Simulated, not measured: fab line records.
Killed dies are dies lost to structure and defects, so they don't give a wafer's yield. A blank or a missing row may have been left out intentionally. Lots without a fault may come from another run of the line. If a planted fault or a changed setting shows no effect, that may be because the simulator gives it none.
Which tool did it? + flow n5_finfet + 36 wafers sampled from 12 lots at 1 step of a route of 1938

WHAT THE GAUGES SHOWED, per wafer
N5_ILD0_THK_MEAS_08.
| lot  | measured    | on            | thk_nm (nm)       |
|------|-------------|---------------|-------------------|
| L076 | day 4 03:05 | film_metro-01 | 137.6 137.8 137.1 |
| L077 | day 4 12:25 | film_metro-02 | 138.6 139.7 140.4 |
| L079 | day 4 21:13 | film_metro-02 | 137.8 137.8 137.7 |
| L081 | day 5 06:29 | film_metro-01 | 139.3 141.4 140.7 |
| L083 | day 5 20:37 | film_metro-01 | 139.0 139.1 139.5 |
| L085 | day 6 11:08 | film_metro-02 | 137.8 139.3 136.7 |
| L087 | day 7 02:50 | film_metro-01 | 138.4 138.5 139.3 |
| L090 | day 7 11:58 | film_metro-02 | 137.3 137.4 138.8 |
| L091 | day 7 22:37 | film_metro-01 | 135.2 136.8 138.7 |
| L093 | day 8 07:12 | film_metro-01 | 140.4 138.7 138.9 |
| L095 | day 8 20:19 | film_metro-02 | 139.6 137.0 138.6 |
| L097 | day 9 11:00 | film_metro-01 | 139.0 137.0 137.1 |

TOOL THAT RAN EACH LOT (tool first, then ch and the chambers of the sampled wafers, then the start)
There is no process step in the record ahead of these readings.

THE ANSWER, worked out from the rows above alone
Rule: usual is defined by the lots themselves. Put in order of their means at a reading, lots are off if they are a third of the lots or fewer, leave a main group of 4 or more, and stand apart from it by a gap of 3 or more times the standard deviation of the main group's means; of several such gaps the widest counts. If all means in a main group match to the digits the tables above print for the reading, that group is not used. Also off: a lot with no number at a reading for which 4 or more lots have one. The other lots that the step has rows for count as sound.
No lot is off at any reading shown: from this, nothing can be told.

WHAT THE SIMULATOR HAD INSERTED
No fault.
